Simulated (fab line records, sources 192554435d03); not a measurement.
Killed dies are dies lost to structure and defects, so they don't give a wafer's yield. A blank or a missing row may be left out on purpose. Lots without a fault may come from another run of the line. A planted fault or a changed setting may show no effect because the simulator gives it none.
Chamber matching | flow n5_finfet | N5_BEOL_M1_STRIP_36 on rie_diel-01: 4 sister chambers
The step strips in N2/H2. 8 wafers are shown with their chamber, then 9 later ones without.

WAFERS WITH THEIR CHAMBER
wafer  | chamber | throttle_valve_pct (%) | drypump_motor_current_A (A)
L080.4 | 2       | 23.51                  | 5.25
L088.2 | 1       | 24.33                  | 5.96
L088.6 | 3       | 23.39                  | 5.74
L090.2 | 3       | 23.38                  | 5.74
L090.3 | 1       | 24.31                  | 5.95
L091.1 | 0       | 24.03                  | 6.08
L091.2 | 2       | 23.55                  | 5.27
L091.6 | 0       | 24.03                  | 6.07

WAFERS WITHOUT THEIR CHAMBER
wafer  | throttle_valve_pct (%) | drypump_motor_current_A (A)
L093.1 | 23.42                  | 5.76
L093.5 | 24.37                  | 5.94
L093.6 | 24.02                  | 6.09
L095.2 | 24.04                  | 6.09
L095.3 | 24.00                  | 5.96
L095.6 | 24.04                  | 5.97
L096.1 | 24.03                  | 6.09
L096.4 | 24.08                  | 6.10
L096.6 | 24.00                  | 5.97

WHICH CHAMBER EACH WENT THROUGH
wafer  | from the rows above | in truth
L093.1 | 3                   | 3
L093.5 | 1                   | 1
L093.6 | 0                   | 0
L095.2 | 0                   | 0
L095.3 | 0                   | 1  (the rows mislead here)
L095.6 | 0                   | 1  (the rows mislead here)
L096.1 | 0                   | 0
L096.4 | 0                   | 0
L096.6 | 0                   | 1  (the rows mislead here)
Placed correctly: 6 of 9. Can't be placed from these rows: 0. Placed wrongly: 3.
How it was worked out, from the rows above alone: a wafer's distance from a chamber is the root of the sum, over the readings, of the square of ((its reading less the chamber's mean) divided by the reading's scatter). The wafer belongs to the nearest chamber; if the next one is less than 2 further off, it can't be placed. A chamber's mean is the mean of its shown wafers. The scatter: the root of (the sum of the squares of (reading less its chamber's mean) over the shown wafers, divided by (wafers less chambers)).
